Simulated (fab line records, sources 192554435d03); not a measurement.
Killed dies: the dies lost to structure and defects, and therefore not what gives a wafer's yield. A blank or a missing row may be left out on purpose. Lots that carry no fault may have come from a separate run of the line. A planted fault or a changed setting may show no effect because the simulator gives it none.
Which of the tools did it? -- flow n5_finfet -- 27 wafers from 9 lots sampled at 5 of the route's 1938 steps

== WHAT THE GAUGES SHOWED, per wafer ==
N5_DUMMY_REMOVAL_INSPECT_06: inspects for defects (brightfield).
lot,measured,on,raw_defect_count
L149,day 4 06:52,defect_inspect-01,13 15 11
L151,day 4 21:55,defect_inspect-01,14 23 12
L152,day 4 22:55,defect_inspect-01,8 4 7
L153,day 5 05:44,defect_inspect-01,12 8 9
L155,day 5 20:52,defect_inspect-01,24 9 17
L157,day 6 09:32,defect_inspect-02,11 28 27
L164,day 7 22:47,defect_inspect-02,16 6 16
L169,day 9 03:28,defect_inspect-02,8 14 9
L171,day 9 14:59,defect_inspect-01,11 20 9

N5_BEOL_M4_RC_MEAS_101.
lot,measured,on,DIBL_N (mV/V),DIBL_P (mV/V),IOFF_N (nA/um),IOFF_P (nA/um),ION_N (uA/um),ION_P (uA/um),SS_N (mV/dec),SS_P (mV/dec),VT_N (mV),VT_P (mV)
L149,day 10 11:23,prober-01,33.7 33.8 35.0,33.5 33.5 35.4,0.13 0.12 0.15,0.19 0.19 0.22,671 659 664,471 464 463,71.2 71.0 71.5,72.6 73.0 72.8,252 254 250,-249 -249 -251
L151,day 10 10:26,prober-02,38.8 35.0 36.4,38.2 33.1 35.1,0.18 0.12 0.15,0.23 0.16 0.20,684 666 686,466 455 464,71.7 70.6 71.9,73.9 73.1 73.5,252 256 251,-247 -255 -251
L152,day 10 02:59,prober-01,36.7 36.5 37.5,36.5 36.4 37.5,0.17 0.16 0.18,0.22 0.20 0.22,675 664 682,470 455 469,71.0 71.4 72.1,73.9 72.9 74.1,248 251 248,-249 -251 -248
L153,day 10 16:30,prober-02,36.3 35.1 37.4,35.5 33.6 36.4,0.15 0.13 0.18,0.19 0.17 0.21,674 667 694,463 462 471,70.6 70.5 71.2,73.7 73.0 72.5,251 250 246,-251 -252 -254
L155,day 11 12:28,prober-01,36.8 36.9 37.2,38.9 38.7 40.1,0.19 0.19 0.20,0.26 0.26 0.27,690 682 696,472 471 482,71.3 71.8 71.9,74.1 73.6 74.9,249 249 248,-248 -248 -247
L157,day 11 17:00,prober-02,35.4 37.9 36.7,35.7 38.7 37.3,0.15 0.21 0.18,0.18 0.23 0.20,665 697 674,457 468 454,71.2 71.7 71.2,72.8 74.1 73.0,251 246 249,-254 -250 -251
L164,day 13 21:56,prober-02,36.4 34.7 35.0,36.7 33.9 33.9,0.16 0.13 0.14,0.23 0.19 0.20,685 669 676,475 460 463,71.0 70.9 71.5,73.9 72.7 72.5,249 251 251,-249 -249 -248
L169,day 15 14:51,prober-02,35.6 34.9 36.8,35.1 34.2 35.7,0.12 0.12 0.14,0.18 0.17 0.19,648 672 667,450 464 461,71.4 70.7 70.9,73.4 73.2 72.4,255 254 252,-253 -251 -253
L171,day 16 21:25,prober-01,35.7 37.1 35.8,34.9 36.6 35.0,0.15 0.17 0.15,0.21 0.23 0.21,665 670 680,459 462 463,71.9 72.6 72.4,72.9 73.0 72.9,250 248 253,-250 -248 -251

== EACH LOT AND THE TOOL THAT RAN IT (in order: tool; ch and the chambers of the sampled wafers; start) ==
lot,N5_DUMMY_REMOVAL_STRIP_10,N5_HKMG_FIN_STRIP_57,N5_HKMG_FIN_ALD_79
L149,"rie_diel-04 ch 0,1,3, day 4 06:41","rie_diel-02 ch 0,2, day 4 09:15","ald_metal-01 ch 1,2,3, day 4 10:20"
L151,"rie_diel-04 ch 0,1, day 4 21:45","rie_diel-02 ch 0,1,3, day 4 23:35","ald_metal-04 ch 0,3, day 5 00:40"
L152,"rie_diel-01 ch 0,1,3, day 4 22:45","rie_diel-06 ch 1,2,3, day 5 00:46","ald_metal-02 ch 1,3, day 5 01:52"
L153,"rie_diel-01 ch 0,2, day 5 05:34","rie_diel-02 ch 0,1,2, day 5 07:47","ald_metal-02 ch 0,1,2, day 5 08:59"
L155,"rie_diel-04 ch 1,3, day 5 20:43","rie_diel-03 ch 1,2,3, day 5 22:40","ald_metal-02 ch 0,1,2, day 5 23:44"
L157,"rie_diel-05 ch 0,1,3, day 6 09:23","rie_diel-02 ch 2,3, day 6 11:39","ald_metal-01 ch 0,1, day 6 12:44"
L164,"rie_diel-04 ch 1,2, day 7 22:37","rie_diel-03 ch 1,2,3, day 8 00:27","ald_metal-04 ch 0,1,2, day 8 01:32"
L169,"rie_diel-04 ch 0,2,3, day 9 03:18","rie_diel-03 ch 1,2,3, day 9 05:12","ald_metal-01 ch 1,2,3, day 9 06:17"
L171,"rie_diel-04 ch 0,3, day 9 14:49","rie_diel-02 ch 1,2, day 9 16:32","ald_metal-04 ch 0,1, day 9 17:38"
- N5_DUMMY_REMOVAL_STRIP_10: strips in N2/H2, time 40 s.
- N5_HKMG_FIN_STRIP_57: strips in CF4.
- N5_HKMG_FIN_ALD_79: deposits TiN, target thk 1.5 nm, pulse time 1 s, purge time 3 s.

== WHAT THE TOOLS THEMSELVES READ (means of the sampled wafers that have a number; where no wafer has one, the mark that the record gives instead) ==
N5_DUMMY_REMOVAL_STRIP_10.
lot,tool,drypump_motor_current_A (A),oes_product_au (a.u.),rf_vpp_V (V),showerhead_plenum_p_Torr (Torr),temp_c (C),throttle_valve_pct (%)
L149,rie_diel-04,5.8,0.79,45.4,3.35,40.05,12.37
L151,rie_diel-04,5.8,0.85,45.4,3.33,40.10,12.20
L152,rie_diel-01,6.2,0.82,45.0,3.43,40.05,12.30
L153,rie_diel-01,5.8,0.77,45.2,3.48,39.88,12.49
L155,rie_diel-04,5.9,0.78,45.1,3.34,40.01,12.42
L157,rie_diel-05,5.2,0.85,44.8,3.47,40.01,12.23
L164,rie_diel-04,5.6,0.84,45.8,3.27,39.97,12.07
L169,rie_diel-04,5.7,0.72,44.6,3.31,40.05,12.41
L171,rie_diel-04,5.8,0.70,46.0,3.35,40.06,12.64

N5_HKMG_FIN_STRIP_57.
lot,tool,drypump_motor_current_A (A),oes_product_au (a.u.),rf_vpp_V (V),showerhead_plenum_p_Torr (Torr),throttle_valve_pct (%)
L149,rie_diel-02,5.5,0.70,271.3,1.76,13.59
L151,rie_diel-02,6.0,0.72,269.3,1.73,13.54
L152,rie_diel-06,6.1,0.71,272.9,1.86,13.63
L153,rie_diel-02,5.6,0.70,270.7,1.75,13.67
L155,rie_diel-03,5.9,0.73,270.6,1.77,13.70
L157,rie_diel-02,5.6,0.70,269.5,1.77,13.63
L164,rie_diel-03,5.9,0.73,270.3,1.77,13.74
L169,rie_diel-03,5.9,0.72,270.1,1.76,13.76
L171,rie_diel-02,5.3,0.69,270.5,1.78,13.86

N5_HKMG_FIN_ALD_79.
lot,tool,heater_power_w (W),precursor_pulse_height_rel,susceptor_temp_C (C)
L149,ald_metal-01,835,0.991,399.84
L151,ald_metal-04,962,1.010,399.93
L152,ald_metal-02,875,0.996,400.00
L153,ald_metal-02,897,1.000,399.76
L155,ald_metal-02,896,1.004,400.02
L157,ald_metal-01,826,0.999,400.05
L164,ald_metal-04,874,0.998,399.95
L169,ald_metal-01,841,0.992,399.94
L171,ald_metal-04,872,1.006,400.20

== THE ANSWER, worked out from the rows above alone ==
Rule: the lots themselves supply what counts as usual. Put in order of their means at a reading, lots are off if they are a third of the lots or fewer, leave a main group of 4 or more, and stand apart from it by a gap of 3 or more times the standard deviation of the main group's means; of several such gaps the widest counts. The tables above print the reading to a certain number of digits; a main group whose means all agree to those digits is not used. A lot without any number at a reading at which 4 lots or more have one is off too. All remaining lots with rows at the step are treated as sound. First the gauges in route order, then the tools' own readings, where a lot's mean is used as printed above. At the first step where some lot is off, the reading lying furthest off is the one used; lots without a number count as furthest.
Off: L155, seen at N5_BEOL_M4_RC_MEAS_101 (IOFF_P). The main group has a mean of 0.20 nA/um with a standard deviation of 0.011.
If a tool, at a process step before that reading, ran all the lots that are off and no sound lot after the first of them, it fits. The gauges at N5_BEOL_M4_RC_MEAS_101 are tried like those tools. One candidate fits, namely ald_metal-02 at N5_HKMG_FIN_ALD_79. A fault onset in the window from L153 (day 5 08:59, its last sound lot) to L155 (day 5 23:44, its first lot off) fits.

== WHAT WAS PUT IN BY THE SIMULATOR ==
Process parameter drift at N5_HKMG_FIN_ALD_79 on ald_metal-02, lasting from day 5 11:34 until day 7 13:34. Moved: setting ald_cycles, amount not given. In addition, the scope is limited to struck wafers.
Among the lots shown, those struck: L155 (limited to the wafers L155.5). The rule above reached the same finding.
